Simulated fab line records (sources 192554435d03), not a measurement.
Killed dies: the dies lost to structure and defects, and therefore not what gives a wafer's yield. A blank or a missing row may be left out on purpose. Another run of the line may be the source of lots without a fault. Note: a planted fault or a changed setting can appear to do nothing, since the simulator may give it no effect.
fab line records	flow n5_finfet
record: lots: 7	wafers: 21
route steps=1938 shown BEOL_M9@1450 BEOL_M11@1560 BEOL_M12@1648 BEOL_M13@1705 BEOL_M14@1743 PASS1_CAP@1874
start_h: the number of hours between the record's first day and the start of the first shown wafer of the lot	wait_h: how many hours have passed since the lot's step before this one	" same as the row above	L1.1+2: one row covering several wafers at once	- no value present, or no start provided	* or withheld: withheld	< > ~ a bound
route shown NAME@n: names a module that has steps shown in the file, with the first one's number in the route	usual: mean and standard deviation over wafers with no fault	same: alike in all rows	chamber/n: place in a boat	sites: per-site readings	_std_site: standard deviation of those values	_edge_site: outer sites' mean less inner sites'	radius_mm: for every site, how far away it sits from the centre of the wafer	mask NAME#n: copy n	behind: the most recent tool/chamber to have shaped the wafer	hold: reason for holding the lot/hours on hold/outcome of the hold	device: the n, p or np transistor that did not switch	end of line: at the end of the route, the tests of the same wafers	a step given without rows: its recipe and nothing more	killed: dies lost to structure and defects at the first sort, not the wafer's yield	map: the dies of a wafer, with x for killed, . for not killed, _ for no die there
set.NAME: the setting the step ran with; set.NAME@STEP: the setting that earlier step ran with	model.NAME: the simulator's own value behind a step, which no gauge read
lots with deliberately changed settings; one table per step, one row per wafer
== steps ==
step: N5_BEOL_M9_HM_STRIP_39
recipe: chemistry: peroxide_tin_strip	material: TiN	target_depth_a: 250	temp_c: 50	time_s: 158
lot.wafer	tool	chamber	start_h	wait_h	set.time_s
L075.1+3+4	-	-	-	0.0	133.9
L079.1+2+5	-	-	-	0.0	140.3
L082.1+3+5	-	-	-	0.0	158
L083.1+2+4	-	-	-	0.0	125.2
L087.1+4+6	-	-	-	0.0	171.4
L096.1+5+6	-	-	-	0.0	125.1
L097.1+5+6	wet_bench-06	4,1,6	373.55	0.0	158
step: N5_BEOL_M9_SRD_40
recipe: time_s: 30	temp_c: 23	rinse_liquid: diw	dry: ipa_marangoni
step: N5_BEOL_M9_PRECLEAN_42
recipe: chemistry: residue_remover	time_s: 60	temp_c: 40
step: N5_BEOL_M9_ECD_50
recipe: material: Cu	target_thk_a: 3180
step: N5_BEOL_M9_ANNEAL_51
recipe: temp_c: 225	time_s: 90	ambient: N2
step: N5_BEOL_M9_CMP_52
recipe: stop_on: SiCOH_lowk	t_overpolish_s: 7	down_force_psi: 1	platen_rpm: 50	clearing_platen_down_force_psi: 1.5	clearing_platen_rpm: 50	post_cmp_clean: cu_alkaline	target_thk_nm: 140	clearing_platen_pad_velocity_m_s: 0.99484	pad_velocity_m_s: 0.99484
lot.wafer	tool	chamber	start_h	wait_h	set.source_w@BEOL_M9_TRENCH_ETCH_37	model.Cu_of_BEOL_M9_ECD_50.thk_nm
L075.3	cmp-04	1	236.85	0.2	345	140.4
L075.1	"	3	"	"	345	136.2
L075.4	"	0	"	"	387.7	154.2
L079.1	cmp-01	3	245.46	0.3	345	138.4
L079.2	"	1	"	"	345	139.8
L079.5	"	2	"	"	345	135.6
L082.1	cmp-03	3	264.31	0.3	299.4	129.6
L082.3	"	1	"	"	299.4	128.6
L082.5	"	2	"	"	345	139.2
L083.2	cmp-01	0	266.33	0.2	345	144.4
L083.1	"	2	"	"	345	141.6
L083.4	"	3	"	"	345	139
L087.4	cmp-04	3	312.85	0.1	323.8	130.4
L087.1	"	2	"	"	345	135.2
L087.6	"	0	"	"	323.8	133.2
L096.1	cmp-01	1	365.82	0.4	345	143
L096.6	"	2	"	"	366.1	147.6
L096.5	"	3	"	"	366.1	145.6
L097.1	cmp-04	3	376.24	0.3	345	141.4
L097.6	"	3	"	"	345	142.4
L097.5	"	0	"	"	345	145.8
step: N5_BEOL_M9_THK_MEAS_53
recipe: thk_meas_gauge: xrf	reads: Cu_of_BEOL_M9_ECD_50
usual: M9_THK: 140/3.7
lot.wafer	tool	chamber	start_h	wait_h	set.source_w@BEOL_M9_TRENCH_ETCH_37	M9_THK[nm]
L075.1	film_metro-02	-	237.15	-	345	134
L075.3	"	-	"	"	345	139
L075.4	"	-	"	"	387.7	153
L079.1	film_metro-01	-	245.72	-	345	138
L079.2	"	-	"	"	345	139
L079.5	"	-	"	"	345	135
L082.1	film_metro-01	-	264.57	-	299.4	128
L082.3	"	-	"	"	299.4	127
L082.5	"	-	"	"	345	138
L083.1	film_metro-01	-	266.63	-	345	141
L083.2	"	-	"	"	345	144
L083.4	"	-	"	"	345	138
L087.1	film_metro-02	-	313.14	-	345	135
L087.4	"	-	"	"	323.8	130
L087.6	"	-	"	"	323.8	133
L096.1	film_metro-01	-	366.00	-	345	144
L096.5	"	-	"	"	366.1	145
L096.6	"	-	"	"	366.1	147
L097.1	film_metro-02	-	376.53	-	345	140
L097.5	"	-	"	"	345	145
L097.6	"	-	"	"	345	142
step: N5_BEOL_M9_PRE_CLEAN_55
recipe: gas: NH3	time_s: 15	temp_c: withheld	rf_power_w: 300
step: N5_BEOL_M9_DEP_56
recipe: material: SiCN	target_thk_a: 150	temp_c: withheld	precursor: 3MS/NH3	pressure_torr: 3	rf_w: 202	time_s: 26.5
step: N5_BEOL_M9_RS_MEAS_57
recipe: thk_meas_gauge: four-point-probe	reads: Cu_of_BEOL_M9_ECD_50+Co_of_BEOL_M9_CVD_78+TaN_of_BEOL_M9_ALD_74
usual: M9_RS: 0.151/0.0041
lot.wafer	tool	chamber	start_h	wait_h	set.source_w@BEOL_M9_TRENCH_ETCH_37	M9_RS[ohm/sq]
L075.1	film_metro-02	-	237.28	0.1	345	0.156
L075.3	"	-	"	"	345	0.150
L075.4	"	-	"	"	387.7	0.135
L079.1	film_metro-01	-	245.86	0.1	345	0.152
L079.2	"	-	"	"	345	0.151
L079.5	"	-	"	"	345	0.156
L082.1	film_metro-02	-	264.70	0.1	299.4	0.164
L082.3	"	-	"	"	299.4	0.166
L082.5	"	-	"	"	345	0.152
L083.1	film_metro-02	-	266.76	0.1	345	0.149
L083.2	"	-	"	"	345	0.146
L083.4	"	-	"	"	345	0.152
L087.1	film_metro-01	-	313.28	0.1	345	0.157
L087.4	"	-	"	"	323.8	0.164
L087.6	"	-	"	"	323.8	0.159
L096.1	film_metro-01	-	366.14	0.1	345	0.147
L096.5	"	-	"	"	366.1	0.144
L096.6	"	-	"	"	366.1	0.142
L097.1	film_metro-01	-	376.68	0.1	345	0.149
L097.5	"	-	"	"	345	0.144
L097.6	"	-	"	"	345	0.148
step: N5_BEOL_M11_COAT_63
recipe: resist: SOC	temp_c: 250	time_s: 60	spin_rpm: 1500	resist_thk_nm: 100
lot.wafer	tool	chamber	start_h	wait_h	set.spin_rpm	model.SOC_of_BEOL_M11_COAT_63.thk_nm
L075.1	litho_track-03	0	252.72	0.7	1500	99.8
L075.3+4	"	0	"	"	1500	100.2
L079.1	litho_track-03	0	259.44	1.7	1500	100.4
L079.2	"	0	"	"	1500	100.2
L079.5	"	0	"	"	1500	100
L082.1	litho_track-02	0	280.16	3.8	1404	103.8
L082.3	"	0	"	"	1500	100.2
L082.5	"	0	"	"	1500	100.4
L083.1	litho_track-01	0	280.17	1.9	1409	103.2
L083.2	"	0	"	"	1500	100.2
L083.4	"	0	"	"	1500	100
L087.1	litho_track-02	0	321.45	0.0	1578	97.6
L087.4	"	0	"	"	1578	97.4
L087.6	"	0	"	"	1500	100.2
L096.1	litho_track-02	0	379.37	2.3	1500	99.6
L096.5	"	0	"	"	1500	100.2
L096.6	"	0	"	"	1500	99.8
L097.1	litho_track-02	0	388.15	0.7	1500	100.2
L097.5	"	0	"	"	1500	99.8
L097.6	"	0	"	"	1500	100
step: N5_BEOL_M11_ETCH_66
recipe: chemistry: N2/H2	target: SOC	target_depth_a: 1200	overetch_a: 240	mask_material: SiARC	temp_c: 40	time_s: 180	ion_energy_ev: 200	pressure_mtorr: 30	source_w: 840	bias_w: 150	n2_flow_sccm: 200	h2_flow_sccm: 200
lot.wafer	tool	chamber	start_h	wait_h	set.time_s	set.spin_rpm@BEOL_M11_COAT_63	model.etch.depth_nm	model.SiARC_of_BEOL_M11_COAT_64.thk_nm
L075.1	rie_diel-01	0	253.27	0.0	180	1500	99.87	22.8
L075.3	"	1	"	"	191.8	1500	100.3	22.2
L075.4	"	2	"	"	191.8	1500	100.1	23
L079.1	rie_diel-01	3	260.01	0.0	157.7	1500	100.4	23.4
L079.2	"	1	"	"	157.7	1500	100.1	23.8
L079.5	"	3	"	"	180	1500	100.1	22.6
L082.1	rie_diel-06	3	280.71	0.0	180	1404	103.8	22.4
L082.3	"	2	"	"	216.5	1500	100.2	20.8
L082.5	"	3	"	"	180	1500	100.3	22.6
L083.1	rie_diel-01	3	280.80	0.0	180	1409	103.2	22.6
L083.2	"	0	"	"	180	1500	100.2	22.8
L083.4	"	1	"	"	180	1500	100	22.8
L087.1	rie_diel-06	1	322.12	0.0	180	1578	97.62	22.4
L087.4	"	3	"	"	180	1578	97.45	22.6
L087.6	"	2	"	"	180	1500	100.3	22.4
L096.1	rie_diel-05	1	379.80	0.0	180	1500	99.64	22.6
L096.5	"	1	"	"	180	1500	100.1	22.6
L096.6	"	2	"	"	140.7	1500	99.85	24.6
L097.1	rie_diel-06	3	388.70	0.0	180	1500	100.1	22.6
L097.5	"	1	"	"	180	1500	99.87	22.4
L097.6	"	0	"	"	180	1500	99.91	22.4
step: N5_BEOL_M11_STRIP_69
recipe: chemistry: N2/H2	temp_c: 40	n2_flow_sccm: 200	h2_flow_sccm: 200	rf_frequency_hz: 6e+07
step: N5_BEOL_M11_VIA_ETCH_34
recipe: chemistry: C4F6/O2	target: SiCOH_lowk	target_depth_a: 1845	mask_material: SOC	taper_deg: 4	time_s: 69.2	ion_energy_ev: 250	pressure_mtorr: 30	source_w: 345	bias_w: 185	Ar_flow_sccm: 300	C4F6_flow_sccm: 10	O2_flow_sccm: 10
lot.wafer	tool	chamber	start_h	wait_h	set.spin_rpm@BEOL_M11_COAT_63	model.SOC_of_BEOL_M11_COAT_63.thk_nm
L075.1	rie_diel-01	0	253.39	0.0	1500	91.8
L075.3+4	"	1,2	"	"	1500	92.4
L079.1+2	rie_diel-01	3,1	260.13	0.0	1500	92
L079.5	"	3	"	"	1500	91.6
L082.1	rie_diel-06	3	280.84	0.0	1404	95.8
L082.3	"	2	"	"	1500	91.8
L082.5	"	3	"	"	1500	92.4
L083.1	rie_diel-01	3	280.92	0.0	1409	94.8
L083.2+4	"	0,1	"	"	1500	92
L087.1+4	rie_diel-06	1,3	322.24	0.0	1578	89.4
L087.6	"	2	"	"	1500	91.8
L096.1	rie_diel-05	1	379.92	0.0	1500	91.8
L096.5	"	1	"	"	1500	92.2
L096.6	"	2	"	"	1500	92
L097.1	rie_diel-06	3	388.83	0.0	1500	92.2
L097.5	"	1	"	"	1500	91.6
L097.6	"	0	"	"	1500	91.8
step: N5_BEOL_M12_SPUTTER_43
recipe: material: TaN	target_thk_a: 150	temp_c: 50	bias_v: 168.6	power_w: 15000	chamber_pressure_pa: 0.12	time_s: 24.19
lot.wafer	tool	chamber	start_h	wait_h	set.power_w	model.TaN_of_BEOL_M12_SPUTTER_43.thk_nm
L075.1	pvd_sputter-03	-	261.94	0.0	15000	14.6
L075.3	"	-	"	"	15000	15
L075.4	"	-	"	"	15000	15.2
L079.1+5	pvd_sputter-01	-	267.88	0.0	15930	16
L079.2	"	-	"	"	15000	15
L082.1	pvd_sputter-02	-	287.55	0.0	16950	16.6
L082.3	"	-	"	"	15000	14.8
L082.5	"	-	"	"	16950	16.8
L083.1	pvd_sputter-02	-	288.07	0.0	13960	14
L083.2	"	-	"	"	15000	14.8
L083.4	"	-	"	"	13960	13.8
L087.1	pvd_sputter-03	-	331.53	0.0	13260	13.6
L087.4	"	-	"	"	15000	15.4
L087.6	"	-	"	"	13260	13.4
L096.1	pvd_sputter-01	-	386.79	0.0	15000	15
L096.5	"	-	"	"	15000	14.8
L096.6	"	-	"	"	15000	15.2
L097.1+5+6	pvd_sputter-01	-	397.76	0.0	15000	15
step: N5_BEOL_M12_SPUTTER_44
recipe: material: Ta	target_thk_a: 100	temp_c: 50	bias_v: 80	power_w: 15000	chamber_pressure_pa: 0.07	time_s: 16.13
lot.wafer	tool	chamber	start_h	wait_h	set.time_s	model.Ta_of_BEOL_M12_SPUTTER_44.thk_nm
L075.1	pvd_sputter-03	-	262.02	0.0	16.81	10
L075.3	"	-	"	"	16.81	10.4
L075.4	"	-	"	"	16.13	9.8
L079.1+2	pvd_sputter-01	-	267.96	0.0	16.13	10
L079.5	"	-	"	"	16.13	10.2
L082.1	pvd_sputter-02	-	287.63	0.0	14.36	8.6
L082.3	"	-	"	"	16.13	9.8
L082.5	"	-	"	"	16.13	9.6
L083.1	pvd_sputter-02	-	288.15	0.0	16.13	9.8
L083.2+4	"	-	"	"	16.13	10
L087.1+4+6	pvd_sputter-03	-	331.61	0.0	16.13	9.8
L096.1+6	pvd_sputter-01	-	386.87	0.0	16.13	10
L096.5	"	-	"	"	15.13	9.2
L097.1	pvd_sputter-01	-	397.84	0.0	16.13	9.8
L097.5+6	"	-	"	"	16.13	10.2
step: N5_BEOL_M13_SPUTTER_43
recipe: material: TaN	target_thk_a: 150	temp_c: 50	bias_v: 168.6	power_w: 15000	chamber_pressure_pa: 0.12	time_s: 24.19
lot.wafer	tool	chamber	start_h	wait_h	set.power_w	model.TaN_of_BEOL_M13_SPUTTER_43.thk_nm
L075.1+4	pvd_sputter-01	-	267.36	0.0	15000	14.6
L075.3	"	-	"	"	15000	14.8
L079.1+2+5	pvd_sputter-01	-	276.70	0.0	15000	15
L082.1	pvd_sputter-03	-	293.89	0.0	16230	16.6
L082.3	"	-	"	"	15000	15
L082.5	"	-	"	"	15000	15.4
L083.1	pvd_sputter-01	-	298.97	0.0	15000	14.8
L083.2+4	"	-	"	"	17370	17.2
L087.1	pvd_sputter-02	-	335.74	0.0	15000	14.4
L087.4	"	-	"	"	13790	13.4
L087.6	"	-	"	"	15000	14.6
L096.1+6	pvd_sputter-03	-	393.38	0.0	12570	12.4
L096.5	"	-	"	"	15000	15.4
L097.1+5+6	pvd_sputter-01	-	404.23	0.0	15000	15
step: N5_BEOL_M14_PEB_26
recipe: peb_temp_c: 130	peb_time_s: 90
lot.wafer	tool	chamber	start_h	wait_h	set.peb_temp_c
L075.1+3	litho_track-05	0	270.04	0.1	128.2
L075.4	"	0	"	"	130
L079.1	litho_track-05	0	279.42	0.1	130
L079.2+5	"	0	"	"	128.8
L082.1+3+5	litho_track-02	0	296.36	0.1	130
L083.1+4	litho_track-01	0	304.26	0.1	130
L083.2	"	0	"	"	128.6
L087.1	litho_track-01	0	338.44	0.1	130
L087.4+6	"	0	"	"	133.7
L096.1+5+6	litho_track-05	0	396.16	0.1	126.7
L097.1+5+6	litho_track-05	0	407.27	0.1	130
step: N5_BEOL_M14_DEVELOP_27
recipe: develop_time_s: 45	rinse_liquid: diw	dry: air_spin	dev_temp_c: 21
step: N5_BEOL_M14_HARDBAKE_32
recipe: temp_c: 130	time_s: 120
step: N5_BEOL_M14_CD_MEAS_28
recipe: target_cd_nm: 284.4	landing_energy_ev: 500	detector: se_inlens
usual: cd_nm: 284.2/1.7
lot.wafer	tool	chamber	start_h	wait_h	set.peb_temp_c@BEOL_M14_PEB_26	cd_nm
L075.1	cd_sem-02	0	270.15	-	128.2	273.2
L075.3	"	0	"	"	128.2	272.8
L075.4	"	0	"	"	130	282.7
L079.1	cd_sem-02	0	279.53	-	130	284.7
L079.2	"	0	"	"	128.8	279.8
L079.5	"	0	"	"	128.8	280.0
L082.1	cd_sem-03	0	296.47	-	130	281.9
L082.3	"	0	"	"	130	284.8
L082.5	"	0	"	"	130	283.7
L083.1	cd_sem-03	0	304.38	-	130	288.0
L083.2	"	0	"	"	128.6	282.1
L083.4	"	0	"	"	130	287.6
L087.1	cd_sem-01	0	338.56	-	130	282.8
L087.4	"	0	"	"	133.7	300.0
L087.6	"	0	"	"	133.7	299.1
L096.1	cd_sem-03	0	396.27	-	126.7	265.9
L096.5	"	0	"	"	126.7	267.0
L096.6	"	0	"	"	126.7	265.4
L097.1	cd_sem-01	0	407.39	-	130	284.4
L097.5	"	0	"	"	130	282.5
L097.6	"	0	"	"	130	284.7
step: N5_BEOL_M14_DESCUM_33
recipe: chemistry: O2	time_s: 7.9	source_power_w: 50	bias_power_w: 20	pressure_mtorr: 20	rf_frequency_hz: 2.712e+07	temp_c: 40	o2_flow_sccm: 225
lot.wafer	tool	chamber	start_h	wait_h	set.time_s	set.peb_temp_c@BEOL_M14_PEB_26	model.BEOL_M14.cd_nm
L075.1	rie_diel-04	1	270.28	0.1	7.9	128.2	273.2
L075.3	"	2	"	"	9.202	128.2	273.4
L075.4	"	3	"	"	9.202	130	283.2
L079.1	rie_diel-02	2	279.62	0.0	7.9	130	284.2
L079.2	"	0	"	"	7.9	128.8	279.8
L079.5	"	0	"	"	7.9	128.8	279.6
L082.1	rie_diel-02	1	296.56	0.0	7.434	130	282
L082.3	"	0	"	"	7.9	130	284.8
L082.5	"	1	"	"	7.9	130	284
L083.1	rie_diel-02	3	304.95	0.5	7.9	130	288.2
L083.2	"	2	"	"	7.9	128.6	282
L083.4	"	0	"	"	7.9	130	287.6
L087.1	rie_diel-04	1	338.68	0.1	9.41	130	283
L087.4	"	2	"	"	9.41	133.7	300.2
L087.6	"	3	"	"	7.9	133.7	299.2
L096.1	rie_diel-04	2	396.75	0.4	7.9	126.7	266
L096.5	"	1	"	"	7.9	126.7	267.4
L096.6	"	2	"	"	7.9	126.7	265.4
L097.1	rie_diel-04	2	407.50	0.1	7.9	130	284.2
L097.5	"	1	"	"	7.9	130	282.4
L097.6	"	2	"	"	7.9	130	284.6
step: N5_BEOL_M14_ETCH_67
recipe: chemistry: CF4	target: SiARC	target_depth_a: 1430	time_s: 238.3	ion_energy_ev: 80	pressure_mtorr: 40	source_w: 545	bias_w: 36	Ar_flow_sccm: 100	cf4_flow_sccm: 100	ends: cleared
lot.wafer	tool	chamber	start_h	wait_h	set.peb_temp_c@BEOL_M14_PEB_26	model.BEOL_M14.cd_nm
L075.1	rie_diel-04	1	270.31	0.0	128.2	269
L075.3	"	2	"	"	128.2	269.8
L075.4	"	3	"	"	130	278.8
L079.1	rie_diel-02	2	279.66	0.0	130	280.4
L079.2	"	0	"	"	128.8	275.6
L079.5	"	0	"	"	128.8	276
L082.1	rie_diel-02	1	296.60	0.0	130	277.4
L082.3	"	0	"	"	130	280
L082.5	"	1	"	"	130	279
L083.1	rie_diel-02	3	304.98	0.0	130	284
L083.2	"	2	"	"	128.6	277.2
L083.4	"	0	"	"	130	283.4
L087.1	rie_diel-04	1	338.72	0.0	130	278.2
L087.4	"	2	"	"	133.7	295.6
L087.6	"	3	"	"	133.7	294
L096.1	rie_diel-04	2	396.79	0.0	126.7	262.2
L096.5	"	1	"	"	126.7	262.8
L096.6	"	2	"	"	126.7	261.4
L097.1+6	rie_diel-04	2	407.54	0.0	130	280.4
L097.5	"	1	"	"	130	277.8
step: N5_BEOL_M14_ETCH_68
recipe: chemistry: N2/H2	target: SOC	mask_material: SiARC	source_w: 3000	bias_w: 350	temp_c: 40	time_s: 450	ion_energy_ev: 200	pressure_mtorr: 30	n2_flow_sccm: 200	h2_flow_sccm: 200
lot.wafer	tool	chamber	start_h	wait_h	set.peb_temp_c@BEOL_M14_PEB_26	model.BEOL_M14.cd_nm
L075.1	rie_diel-04	1	270.46	0.1	128.2	269
L075.3	"	2	"	"	128.2	270
L075.4	"	3	"	"	130	280
L079.1	rie_diel-02	2	279.80	0.1	130	279.2
L079.2	"	0	"	"	128.8	275.4
L079.5	"	0	"	"	128.8	277
L082.1	rie_diel-02	1	296.74	0.1	130	277
L082.3	"	0	"	"	130	280.4
L082.5	"	1	"	"	130	278.8
L083.1	rie_diel-02	3	305.13	0.1	130	281.4
L083.2	"	2	"	"	128.6	276
L083.4	"	0	"	"	130	284.4
L087.1	rie_diel-04	1	338.86	0.1	130	276
L087.4	"	2	"	"	133.7	297
L087.6	"	3	"	"	133.7	294
L096.1	rie_diel-04	2	396.94	0.1	126.7	263.6
L096.5	"	1	"	"	126.7	262
L096.6	"	2	"	"	126.7	262.8
L097.1	rie_diel-04	2	407.68	0.1	130	280.2
L097.5	"	1	"	"	130	276.8
L097.6	"	2	"	"	130	281.4
step: N5_BEOL_M14_STRIP_69
recipe: chemistry: N2/H2	temp_c: 40	n2_flow_sccm: 200	h2_flow_sccm: 200	rf_frequency_hz: 6e+07
step: N5_BEOL_M14_TRENCH_ETCH_34
recipe: chemistry: C4F8/O2/Ar	target: SiO2	target_depth_a: 5566.5	mask_material: SOC	he_inner_torr: 15	he_outer_torr: 30	time_s: 126.9	ion_energy_ev: 800	pressure_mtorr: 20	source_w: 1905	bias_w: 2040	Ar_flow_sccm: 400	C4F8_flow_sccm: 16	O2_flow_sccm: 12
lot.wafer	tool	chamber	start_h	wait_h	set.peb_temp_c@BEOL_M14_PEB_26	model.BEOL_M14.cd_nm
L075.1	rie_diel-04	1	270.73	0.0	128.2	269.2
L075.3	"	2	"	"	128.2	270.8
L075.4	"	3	"	"	130	280
L079.1	rie_diel-02	2	280.08	0.0	130	279.4
L079.2	"	0	"	"	128.8	275.6
L079.5	"	0	"	"	128.8	277.2
L082.1	rie_diel-02	1	297.02	0.0	130	277.2
L082.3	"	0	"	"	130	280.6
L082.5	"	1	"	"	130	279
L083.1	rie_diel-02	3	305.40	0.0	130	282
L083.2	"	2	"	"	128.6	276.2
L083.4	"	0	"	"	130	284.4
L087.1	rie_diel-04	1	339.14	0.0	130	276
L087.4	"	2	"	"	133.7	297.4
L087.6	"	3	"	"	133.7	293.6
L096.1	rie_diel-04	2	397.21	0.0	126.7	264
L096.5	"	1	"	"	126.7	262
L096.6	"	2	"	"	126.7	263.2
L097.1	rie_diel-04	2	407.96	0.0	130	280.6
L097.5	"	1	"	"	130	276.8
L097.6	"	2	"	"	130	282
step: N5_PASSIVATION_PECVD_01
recipe: material: SiNx	target_thk_a: 2000	temp_c: 400	precursor: SiH4/NH3/N2	pressure_torr: 4.9	rf_w: 1406	time_s: 43.2
lot.wafer	tool	chamber	start_h	wait_h	set.time_s	model.SiNx_of_PASSIVATION_PECVD_01.thk_nm
L075.1	pecvd-01	0	285.04	0.0	43.2	202
L075.3	"	1	"	"	37.95	171.8
L075.4	"	2	"	"	37.95	176.6
L079.1	pecvd-02	1	295.58	0.0	43.2	196.2
L079.2	"	2	"	"	40.47	184.8
L079.5	"	0	"	"	43.2	199.2
L082.1	pecvd-02	0	314.61	0.0	48.96	222.4
L082.3	"	1	"	"	48.96	222
L082.5	"	0	"	"	43.2	199.4
L083.1	pecvd-01	0	321.88	0.0	43.2	199.6
L083.2	"	2	"	"	41.49	192.4
L083.4	"	2	"	"	43.2	202.2
L087.1	pecvd-04	1	350.78	0.0	49.53	230.2
L087.4	"	0	"	"	43.2	204.8
L087.6	"	2	"	"	43.2	202.8
L096.1	pecvd-04	2	409.68	0.0	47.37	221
L096.5	"	1	"	"	43.2	205.8
L096.6	"	2	"	"	43.2	203
L097.1	pecvd-04	2	423.96	0.0	43.2	206
L097.5+6	"	2,0	"	"	43.2	206.4
== key ==
split: step: N5_BEOL_M9_HM_STRIP_39	setting: time_s	stated: 158	by: lot
response none clear
split: step: N5_BEOL_M11_COAT_63	setting: spin_rpm	stated: 1500	by: wafer
response: step: N5_BEOL_M11_COAT_63	reading: model.SOC_of_BEOL_M11_COAT_63.thk_nm	change: -0.527	per: 1%	r: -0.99
response: step: N5_BEOL_M11_ETCH_66	reading: model.etch.depth_nm	change: -0.528	per: 1%	r: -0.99
response: step: N5_BEOL_M11_VIA_ETCH_34	reading: model.SOC_of_BEOL_M11_COAT_63.thk_nm	change: -0.507	per: 1%	r: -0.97
split: step: N5_BEOL_M11_ETCH_66	setting: time_s	stated: 180	by: wafer
response: step: N5_BEOL_M11_ETCH_66	reading: model.SiARC_of_BEOL_M11_COAT_64.thk_nm	change: -0.0847	per: 1%	r: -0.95
split: step: N5_BEOL_M12_SPUTTER_43	setting: power_w	stated: 15000	by: wafer
response: step: N5_BEOL_M12_SPUTTER_43	reading: model.TaN_of_BEOL_M12_SPUTTER_43.thk_nm	change: +0.152	per: 1%	r: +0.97
split: step: N5_BEOL_M12_SPUTTER_44	setting: time_s	stated: 16.13	by: wafer
response: step: N5_BEOL_M12_SPUTTER_44	reading: model.Ta_of_BEOL_M12_SPUTTER_44.thk_nm	change: +0.106	per: 1%	r: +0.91
split: step: N5_BEOL_M13_SPUTTER_43	setting: power_w	stated: 15000	by: wafer
response: step: N5_BEOL_M13_SPUTTER_43	reading: model.TaN_of_BEOL_M13_SPUTTER_43.thk_nm	change: +0.166	per: 1%	r: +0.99
split: step: N5_BEOL_M14_PEB_26	setting: peb_temp_c	stated: 130	by: wafer
response: step: N5_BEOL_M14_CD_MEAS_28	reading: cd_nm	change: +5.96	per: 1%	r: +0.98
response: step: N5_BEOL_M14_DESCUM_33	reading: model.BEOL_M14.cd_nm	change: +5.96	per: 1%	r: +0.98
response: step: N5_BEOL_M14_ETCH_67	reading: model.BEOL_M14.cd_nm	change: +5.94	per: 1%	r: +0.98
response: step: N5_BEOL_M14_ETCH_68	reading: model.BEOL_M14.cd_nm	change: +6.67	per: 1%	r: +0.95
response: step: N5_BEOL_M14_TRENCH_ETCH_34	reading: model.BEOL_M14.cd_nm	change: +6.62	per: 1%	r: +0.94
split: step: N5_BEOL_M14_DESCUM_33	setting: time_s	stated: 7.9	by: wafer
response none clear
split: step: N5_PASSIVATION_PECVD_01	setting: time_s	stated: 43.2	by: wafer
response: step: N5_PASSIVATION_PECVD_01	reading: model.SiNx_of_PASSIVATION_PECVD_01.thk_nm	change: +1.89	per: 1%	r: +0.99
split outside_this_file step=N5_BEOL_M9_TRENCH_ETCH_37 setting=source_w
split outside_this_file: this setting was split too, and the file shows its column; the key of that split is in another file
